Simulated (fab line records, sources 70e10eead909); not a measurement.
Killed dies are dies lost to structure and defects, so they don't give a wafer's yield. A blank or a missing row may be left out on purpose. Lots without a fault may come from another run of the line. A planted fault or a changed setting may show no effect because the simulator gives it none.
Chamber matching | flow nand_harc | NHARC_P_BONDPAD_DESCUM_11 on rie_diel-13: 4 sister chambers
The step chemistry O2, time 3 s. 4 wafers are shown with their chamber, then 8 later ones without.

WAFERS WITH THEIR CHAMBER
wafer  | chamber | drypump_motor_current_A (A)
L076.2 | 2       | 4.9
L081.1 | 0       | 5.7
L081.2 | 1       | 4.8
L086.1 | 3       | 5.5

WAFERS WITHOUT THEIR CHAMBER
wafer  | drypump_motor_current_A (A)
L086.2 | 5.7
L086.5 | 4.7
L089.1 | 4.7
L089.2 | 5.7
L089.3 | 4.9
L097.1 | 5.7
L097.3 | 4.9
L097.6 | 4.7

WHICH CHAMBER EACH WENT THROUGH
wafer  | from the rows above     | in truth
L086.2 | 0                       | 0
L086.5 | can't be placed: 1 or 2 | 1
L089.1 | can't be placed: 1 or 2 | 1
L089.2 | 0                       | 0
L089.3 | can't be placed: 2 or 1 | 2
L097.1 | 0                       | 0
L097.3 | can't be placed: 2 or 1 | 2
L097.6 | can't be placed: 1 or 2 | 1
Placed correctly: 3 of 8. Can't be placed from these rows: 5 (the true chamber is among the candidates in 5). Placed wrongly: 0.
How it was worked out, from the rows above alone: a wafer's distance from a chamber is the root of the sum, over the readings, of the square of ((its reading less the chamber's mean) divided by the reading's scatter). The wafer belongs to the nearest chamber; if the next one is less than 2 further off, it can't be placed. A chamber's mean is the mean of its shown wafers. The scatter: with one shown wafer a chamber, the root of the mean of the squares of how far each hidden wafer lies from its nearest shown one.
